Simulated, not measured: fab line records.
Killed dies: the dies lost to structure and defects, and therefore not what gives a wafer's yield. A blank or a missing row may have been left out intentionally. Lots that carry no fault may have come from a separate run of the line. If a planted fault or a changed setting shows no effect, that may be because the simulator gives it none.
Chamber matching || flow n5-finfet || N5_BEOL_M15_DESCUM_33 on rie-diel-05: 4 sister chambers
The step chemistry O2, time 7.9 s. 8 wafers are shown with their chamber, then 9 later ones without.

## EACH WAFER AND ITS CHAMBER
{"wafer": "L076.5", "chamber": 0, "showerhead-plenum-p-Torr (Torr)": 1.95, "drypump-motor-current-A (A)": 5.6}
{"wafer": "L079.3", "chamber": 1, "showerhead-plenum-p-Torr (Torr)": 2.20, "drypump-motor-current-A (A)": 6.1}
{"wafer": "L079.6", "chamber": 2, "showerhead-plenum-p-Torr (Torr)": 2.19, "drypump-motor-current-A (A)": 6.8}
{"wafer": "L081.2", "chamber": 1, "showerhead-plenum-p-Torr (Torr)": 2.20, "drypump-motor-current-A (A)": 6.1}
{"wafer": "L081.6", "chamber": 2, "showerhead-plenum-p-Torr (Torr)": 2.19, "drypump-motor-current-A (A)": 6.7}
{"wafer": "L084.3", "chamber": 0, "showerhead-plenum-p-Torr (Torr)": 1.94, "drypump-motor-current-A (A)": 5.6}
{"wafer": "L084.4", "chamber": 3, "showerhead-plenum-p-Torr (Torr)": 2.17, "drypump-motor-current-A (A)": 5.8}
{"wafer": "L084.5", "chamber": 3, "showerhead-plenum-p-Torr (Torr)": 2.17, "drypump-motor-current-A (A)": 5.8}

## WAFERS WHOSE CHAMBER IS MISSING
{"wafer": "L093.1", "showerhead-plenum-p-Torr (Torr)": 2.16, "drypump-motor-current-A (A)": 5.8}
{"wafer": "L093.5", "showerhead-plenum-p-Torr (Torr)": 2.18, "drypump-motor-current-A (A)": 6.8}
{"wafer": "L093.6", "showerhead-plenum-p-Torr (Torr)": 2.19, "drypump-motor-current-A (A)": 6.1}
{"wafer": "L094.2", "showerhead-plenum-p-Torr (Torr)": 2.19, "drypump-motor-current-A (A)": 6.1}
{"wafer": "L094.3", "showerhead-plenum-p-Torr (Torr)": 2.16, "drypump-motor-current-A (A)": 5.8}
{"wafer": "L094.5", "showerhead-plenum-p-Torr (Torr)": 2.19, "drypump-motor-current-A (A)": 6.1}
{"wafer": "L096.2", "showerhead-plenum-p-Torr (Torr)": 2.18, "drypump-motor-current-A (A)": 6.7}
{"wafer": "L096.3", "showerhead-plenum-p-Torr (Torr)": 2.19, "drypump-motor-current-A (A)": 6.1}
{"wafer": "L096.4", "showerhead-plenum-p-Torr (Torr)": 2.16, "drypump-motor-current-A (A)": 5.8}

## WHICH CHAMBER EACH WENT THROUGH
{"wafer": "L093.1", "from the rows above": 3, "in truth": 3}
{"wafer": "L093.5", "from the rows above": 2, "in truth": 2}
{"wafer": "L093.6", "from the rows above": 1, "in truth": 1}
{"wafer": "L094.2", "from the rows above": 1, "in truth": 1}
{"wafer": "L094.3", "from the rows above": 3, "in truth": 3}
{"wafer": "L094.5", "from the rows above": 1, "in truth": 1}
{"wafer": "L096.2", "from the rows above": 2, "in truth": 2}
{"wafer": "L096.3", "from the rows above": 1, "in truth": 1}
{"wafer": "L096.4", "from the rows above": 3, "in truth": 3}
Correct placement for 9 of the 9. Number that these rows cannot place: 0. Wrongly placed: 0.
How it was worked out, from the rows above alone: a wafer's distance from a chamber is the root of the sum, over the readings, of the square of ((its reading less the chamber's mean) divided by the reading's scatter). If the next closest chamber is less than 2 further off than the closest, the wafer can't be placed; otherwise it belongs to the closest. A chamber's mean is the mean of its shown wafers. The scatter: take each reading less its chamber's mean, square it, sum over the shown wafers, divide by the number of wafers less the number of chambers, and take the root.
